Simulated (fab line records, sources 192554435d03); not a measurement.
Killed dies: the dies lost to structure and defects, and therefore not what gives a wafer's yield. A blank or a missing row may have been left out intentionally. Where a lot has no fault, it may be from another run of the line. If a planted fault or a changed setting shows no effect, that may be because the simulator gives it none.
fab line records    flow n5_finfet    part 2 of 2: steps 5 to 6 of 6
[record] lots = 20  wafers = 60  last_day = 18
route steps=1938 shown BEOL_M6@1230 BEOL_M7@1278
lots untouched by any fault: they come from a run of this same line in which no faults occurred
start_h: the number of hours between the record's first day and the start of the first shown wafer of the lot    wait_h: time in hours since the lot's previous step    " as in the row above    L1.1+2: one row covering several wafers at once    - either no value or no given start    * or withheld: withheld    < > ~ a bound
route shown NAME@n: names a module that has steps shown in the file, with the first one's number in the route    usual: mean and standard deviation over wafers with no fault    same: alike in all rows    chamber/n: place in a boat    sites: each site's reading    _std_site: their standard deviation    _edge_site: mean of outer sites minus mean of inner sites    radius_mm: for every site, how far away it sits from the centre of the wafer    mask NAME#n: copy n    behind: the last tool/chamber to shape the wafer    hold: cause of the lot's hold/its duration in hours/its outcome    device: names the non-switching transistor (n, p or np)    end of line: at the end of the route, the tests of the same wafers    a step given without rows: its recipe and nothing more    killed: dies that structure and defects cost at the first sort, which is not the same as the wafer's yield    map: per-die view of a wafer (x killed, . not killed, _ where there is no die)
set.NAME: the setting that was run; set.NAME@STEP: the one run at that earlier step    model.NAME: the simulator's own value behind a step, which no gauge read
one table for each step of the route and one row for each wafer, over a sample of lots
services: when a tool's chamber went out of use (start_h, in hours from the record's first day, below 0 if earlier), for how many hours, and the reason
[[steps]]
[step N5_BEOL_M7_STRIP_19]
[recipe] chemistry = O2  power_w = 400  temp_c = 40  pressure_mtorr = 30  rf_frequency_hz = 6e+07  bias_power_w = 0  overash_fraction = 0.2  o2_flow_sccm = 225
[usual] chamber_pressure_mTorr = 30.00/0.034  drypump_motor_current_A = 6.0/0.36  oes_product_au = 0.80/0.098  rf_vpp_V = 3.6/0.65  showerhead_plenum_p_Torr = 2.09/0.061  throttle_valve_pct = 16.65/0.26
[same] overash_fraction = 0.2
lot.wafer  tool         chamber  start_h  wait_h  chamber_pressure_mTorr  drypump_motor_current_A  oes_product_au  rf_hours_counter_h  rf_vpp_V  showerhead_plenum_p_Torr  throttle_valve_pct
L074.3     rie_diel-03  1        187.00   0.1     29.97                   5.8                      0.96            9                   2.6       2.05                      16.39
L074.4     "            3        "        "       30.03                   6.4                      0.70            208                 2.9       2.17                      16.77
L074.6     "            1        "        "       29.97                   5.9                      0.98            -                   3.1       2.05                      16.40
L077.2     rie_diel-01  3        204.04   0.2     29.97                   5.9                      0.72            210                 3.7       2.06                      16.67
L077.5     "            0        "        "       29.98                   6.2                      0.94            -                   2.5       2.10                      16.18
L077.6     "            2        "        "       29.95                   6.0                      0.71            -                   3.5       2.16                      16.80
L076.2     rie_diel-02  2        220.84   0.1     29.98                   5.7                      1.04            0                   4.0       2.21                      16.53
L076.3     "            3        "        "       29.96                   5.9                      0.73            194                 3.0       1.98                      16.45
L076.4     "            0        "        "       30.02                   6.7                      0.87            65                  3.9       2.14                      16.37
L081.2     rie_diel-03  1        225.16   0.1     30.04                   5.9                      0.95            20                  4.2       2.04                      16.39
L081.3     "            2        "        "       30.00                   6.5                      0.71            231                 2.8       2.09                      16.84
L081.5     "            3        "        "       30.02                   6.4                      0.69            -                   3.8       2.16                      16.79
L079.3     rie_diel-02  0        225.47   0.1     30.03                   6.7                      0.87            66                  4.2       2.14                      16.36
L079.4     "            2        "        "       30.04                   5.7                      1.03            1                   2.9       2.21                      16.53
L079.6     "            2        "        "       30.00                   5.7                      1.02            -                   3.7       2.21                      16.54
L082.3     rie_diel-01  1        256.37   0.1     30.04                   6.0                      0.88            48                  4.2       2.06                      16.75
L082.4     "            0        "        "       30.01                   6.2                      0.91            -                   5.1       2.10                      16.18
L082.6     "            1        "        "       29.96                   6.0                      0.89            -                   3.8       2.06                      16.76
L078.1     rie_diel-03  2        260.46   0.2     30.02                   6.6                      0.71            242                 3.6       2.09                      16.89
L078.4     "            3        "        "       29.97                   6.4                      0.69            223                 2.9       2.16                      16.80
L078.5     "            1        "        "       30.03                   5.8                      0.91            -                   3.5       2.04                      16.44
L083.4     rie_diel-03  3        264.21   0.1     30.03                   6.4                      0.69            224                 4.7       2.16                      16.80
L083.5     "            3        "        "       30.03                   6.4                      0.69            -                   4.2       2.16                      16.80
L083.6     "            0        "        "       30.04                   5.3                      0.78            -                   5.0       2.12                      16.73
L084.2     rie_diel-02  3        269.51   0.1     30.00                   5.8                      0.72            202                 2.9       1.98                      16.45
L084.4     "            0        "        "       29.95                   6.7                      0.85            78                  3.5       2.14                      16.39
L084.6     "            0        "        "       30.03                   6.6                      0.84            -                   3.1       2.14                      16.40
L086.2     rie_diel-01  2        279.89   0.2     29.99                   6.1                      0.70            192                 3.9       2.15                      16.87
L086.5     "            0        "        "       30.03                   6.2                      0.89            -                   4.5       2.10                      16.21
L086.6     "            1        "        "       29.96                   6.0                      0.86            -                   3.0       2.05                      16.74
L085.1     rie_diel-01  1        279.93   0.1     30.03                   6.0                      0.88            56                  3.6       2.05                      16.78
L085.2     "            3        "        "       29.98                   5.9                      0.71            225                 3.1       2.05                      16.70
L085.6     "            2        "        "       30.04                   6.0                      0.70            -                   3.9       2.16                      16.84
L088.1     rie_diel-02  1        290.87   0.1     30.04                   5.7                      0.71            192                 1.7       2.01                      17.20
L088.2     "            3        "        "       30.00                   5.8                      0.71            209                 3.4       1.98                      16.48
L088.3     "            0        "        "       30.00                   6.7                      0.84            84                  2.6       2.14                      16.41
L087.2     rie_diel-03  0        299.75   0.1     30.00                   5.3                      0.76            149                 4.2       2.12                      16.74
L087.3     "            1        "        "       29.97                   5.8                      0.89            45                  2.8       2.03                      16.45
L087.6     "            3        "        "       30.08                   6.4                      0.68            -                   4.2       2.16                      16.82
L089.2     rie_diel-01  0        305.69   0.1     30.07                   6.2                      0.88            41                  3.2       2.09                      16.24
L089.4     "            1        "        "       29.95                   6.1                      0.86            63                  3.0       2.05                      16.79
L089.6     "            1        "        "       30.03                   6.1                      0.85            -                   3.9       2.05                      16.77
L091.1     rie_diel-03  1        325.67   0.1     29.92                   5.9                      0.88            56                  4.1       2.03                      16.47
L091.2     "            2        "        "       30.01                   6.5                      0.94            3                   4.0       2.08                      16.49
L091.4     "            3        "        "       30.03                   6.4                      0.67            246                 3.4       2.15                      16.83
L092.1     rie_diel-01  2        332.18   0.1     30.10                   6.0                      0.69            205                 3.1       2.15                      16.88
L092.3     "            0        "        "       29.98                   6.2                      0.86            46                  3.0       2.09                      16.23
L092.4     "            3        "        "       30.06                   5.9                      0.69            237                 4.3       2.05                      16.74
L093.1     rie_diel-02  2        337.87   0.1     29.96                   5.7                      0.91            37                  4.1       2.20                      16.58
L093.5     "            1        "        "       30.01                   5.8                      0.71            -                   3.9       2.00                      17.24
L093.6     "            0        "        "       30.00                   6.7                      0.82            -                   3.2       2.13                      16.44
L097.2     rie_diel-02  0        341.33   0.1     30.03                   6.6                      0.83            100                 2.4       2.13                      16.44
L097.4     "            3        "        "       30.03                   5.9                      0.71            -                   4.5       1.97                      16.49
L097.5     "            0        "        "       29.98                   6.7                      0.83            -                   2.5       2.13                      16.40
L094.2     rie_diel-01  0        341.44   0.1     30.00                   6.2                      0.87            48                  3.0       2.09                      16.22
L094.3     "            1        "        "       29.98                   6.1                      0.85            70                  2.7       2.05                      16.78
L094.5     "            1        "        "       29.94                   6.1                      0.85            -                   2.7       2.05                      16.80
L096.4     rie_diel-01  2        347.85   0.1     30.02                   6.0                      0.69            209                 3.3       2.15                      16.89
L096.5     "            3        "        "       29.94                   5.9                      0.69            -                   3.1       2.05                      16.74
L096.6     "            0        "        "       29.99                   6.2                      0.87            -                   4.9       2.09                      16.24
[step N5_BEOL_M7_STRIP_36]
[recipe] chemistry = N2/H2  power_w = 450  temp_c = 40  pressure_mtorr = 20  rf_frequency_hz = 6e+07  overash_fraction = 0.3  bias_power_w = 7  h2_frac = 0.5  n2_flow_sccm = 200  h2_flow_sccm = 200
[usual] chamber_pressure_mTorr = 20.00/0.03  drypump_motor_current_A = 6.0/0.42  oes_product_au = 0.79/0.097  rf_vpp_V = 59.0/1.5  showerhead_plenum_p_Torr = 2.53/0.075  throttle_valve_pct = 23.52/0.3
[same] overash_fraction = 0.3
lot.wafer  tool         chamber  start_h  wait_h  chamber_pressure_mTorr  drypump_motor_current_A  oes_product_au  rf_hours_counter_h  rf_vpp_V  showerhead_plenum_p_Torr  throttle_valve_pct
L074.3     rie_diel-03  1        190.99   0.0     20.03                   5.9                      0.97            10                  57.5      2.49                      23.15
L074.4     "            2        "        "       20.01                   6.6                      0.71            222                 58.8      2.50                      23.60
L074.6     "            0        "        "       19.95                   5.3                      0.78            -                   61.7      2.54                      23.30
L077.2     rie_diel-03  2        206.61   0.0     20.01                   6.6                      0.70            226                 58.6      2.50                      23.62
L077.5     "            1        "        "       20.04                   5.8                      0.94            -                   60.4      2.49                      23.16
L077.6     "            0        "        "       20.02                   5.3                      0.78            -                   58.9      2.54                      23.32
L076.2     rie_diel-02  3        223.98   0.0     20.02                   5.9                      0.74            194                 55.9      2.42                      23.59
L076.3     "            1        "        "       19.98                   5.7                      0.73            172                 57.0      2.41                      23.77
L076.4     "            2        "        "       20.04                   5.7                      1.02            1                   60.7      2.71                      23.86
L081.2     rie_diel-03  0        228.58   0.0     19.97                   5.3                      0.78            124                 60.7      2.54                      23.34
L081.3     "            1        "        "       19.99                   5.8                      0.94            20                  58.9      2.49                      23.17
L081.5     "            0        "        "       20.00                   5.2                      0.78            -                   59.8      2.54                      23.34
L079.3     rie_diel-02  0        228.93   0.0     19.98                   6.7                      0.85            67                  61.2      2.57                      22.99
L079.4     "            3        "        "       19.94                   5.8                      0.72            196                 56.0      2.42                      23.61
L079.6     "            1        "        "       20.02                   5.8                      0.73            -                   57.8      2.40                      23.77
L082.3     rie_diel-03  1        259.12   0.0     20.01                   5.8                      0.92            31                  57.0      2.48                      23.17
L082.4     "            2        "        "       20.02                   6.6                      0.69            241                 59.0      2.50                      23.62
L082.6     "            3        "        "       19.96                   6.4                      0.69            -                   61.8      2.60                      23.69
L078.1     rie_diel-01  2        262.57   0.0     19.98                   6.0                      0.71            187                 59.9      2.61                      23.84
L078.4     "            1        "        "       20.04                   6.0                      0.88            -                   61.1      2.47                      23.66
L078.5     "            0        "        "       20.03                   6.2                      0.90            -                   58.5      2.55                      23.03
L083.4     rie_diel-03  1        267.44   0.0     20.01                   5.8                      0.93            33                  58.0      2.48                      23.22
L083.5     "            1        "        "       19.99                   5.8                      0.90            -                   57.3      2.48                      23.17
L083.6     "            2        "        "       19.97                   6.6                      0.70            -                   57.9      2.49                      23.63
L084.2     rie_diel-01  2        271.56   0.0     20.01                   6.0                      0.71            189                 61.8      2.61                      23.87
L084.4     "            0        "        "       19.98                   6.2                      0.91            33                  57.8      2.55                      23.03
L084.6     "            2        "        "       20.05                   6.1                      0.70            -                   60.1      2.61                      23.88
L085.1     rie_diel-02  0        282.01   0.0     20.03                   6.7                      0.85            81                  61.2      2.57                      23.01
L085.2     "            3        "        "       20.02                   5.8                      0.73            206                 59.7      2.42                      23.60
L085.6     "            0        "        "       19.97                   6.7                      0.85            -                   59.3      2.57                      23.03
L086.2     rie_diel-01  3        282.95   0.0     19.95                   5.9                      0.71            226                 60.5      2.50                      23.90
L086.5     "            2        "        "       20.01                   6.1                      0.69            -                   56.4      2.61                      23.83
L086.6     "            3        "        "       19.95                   5.9                      0.69            -                   62.3      2.51                      23.88
L088.1     rie_diel-03  0        294.68   0.0     20.00                   5.2                      0.76            146                 57.2      2.53                      23.38
L088.2     "            1        "        "       20.07                   5.8                      0.90            43                  58.3      2.48                      23.19
L088.3     "            3        "        "       19.98                   6.4                      0.67            234                 60.3      2.60                      23.70
L087.2     rie_diel-01  0        301.47   0.0     20.03                   6.2                      0.90            40                  56.1      2.55                      23.05
L087.3     "            2        "        "       20.02                   6.1                      0.69            199                 58.8      2.61                      23.86
L087.6     "            2        "        "       19.99                   6.1                      0.69            -                   60.4      2.61                      23.89
L089.2     rie_diel-01  0        306.94   0.0     19.97                   6.2                      0.88            42                  60.5      2.55                      23.02
L089.4     "            1        "        "       19.99                   6.1                      0.86            63                  58.3      2.47                      23.67
L089.6     "            1        "        "       19.96                   6.1                      0.85            -                   60.4      2.47                      23.71
L091.1     rie_diel-02  0        326.55   0.0     19.98                   6.6                      0.83            95                  56.3      2.56                      23.05
L091.2     "            1        "        "       19.98                   5.7                      0.71            204                 58.9      2.39                      23.83
L091.4     "            3        "        "       20.04                   5.9                      0.71            219                 58.1      2.41                      23.62
L092.1     rie_diel-01  3        335.03   0.0     20.02                   5.9                      0.70            237                 59.9      2.50                      23.86
L092.3     "            0        "        "       20.04                   6.2                      0.87            46                  59.5      2.55                      23.03
L092.4     "            1        "        "       19.98                   6.1                      0.86            68                  58.8      2.47                      23.67
L093.1     rie_diel-01  1        340.51   0.0     20.01                   6.1                      0.84            70                  57.1      2.47                      23.67
L093.5     "            2        "        "       19.94                   6.0                      0.70            -                   58.6      2.61                      23.88
L093.6     "            3        "        "       19.96                   5.9                      0.69            -                   60.0      2.50                      23.91
L094.2     rie_diel-02  0        342.57   0.0     20.04                   6.6                      0.83            101                 61.4      2.56                      23.03
L094.3     "            2        "        "       20.05                   5.7                      0.91            38                  57.2      2.70                      23.87
L094.5     "            0        "        "       19.99                   6.7                      0.82            -                   59.1      2.56                      23.08
L097.2     rie_diel-03  0        343.67   0.0     20.05                   5.2                      0.75            163                 57.1      2.52                      23.37
L097.4     "            1        "        "       20.00                   5.8                      0.86            -                   58.4      2.47                      23.21
L097.5     "            2        "        "       19.97                   6.6                      0.93            -                   58.1      2.49                      23.54
L096.4     rie_diel-02  3        349.69   0.0     20.01                   5.8                      0.71            228                 55.7      2.41                      23.64
L096.5     "            0        "        "       20.03                   6.7                      0.83            -                   61.2      2.56                      23.09
L096.6     "            3        "        "       19.93                   5.8                      0.71            -                   58.4      2.41                      23.61
[[services]]
tool         chamber  start_h  hours  kind
rie_diel-02  3        159.82   13.2   repair
pecvd-02     2        161.44   4.7    repair
pecvd-02     -        161.88   9.5    repair
rie_diel-05  0        167.07   5.0    repair
rie_diel-04  2        175.54   3.6    repair
rie_diel-05  1        183.42   12.0   repair
rie_diel-01  -        185.38   2.8    pm
rie_diel-04  0        197.28   -      clean
rie_diel-04  0        197.28   -      consumable_replace:focus_ring
rie_diel-01  1        203.57   9.8    repair
rie_diel-05  -        205.16   0.7    repair
rie_diel-05  -        218.37   0.1    repair
rie_diel-05  3        242.46   40.9   repair
pecvd-03     0        243.03   4.9    repair
pecvd-01     2        245.23   12.9   repair
rie_diel-04  1        252.29   3.0    repair
rie_diel-01  3        254.41   9.7    repair
rie_diel-02  3        255.88   9.2    repair
rie_diel-03  3        274.13   5.8    repair
rie_diel-01  3        275.10   4.1    repair
rie_diel-06  2        275.94   2.5    repair
pecvd-01     1        303.86   4.9    repair
rie_diel-03  0        311.45   3.0    repair
rie_diel-02  1        338.28   8.1    repair
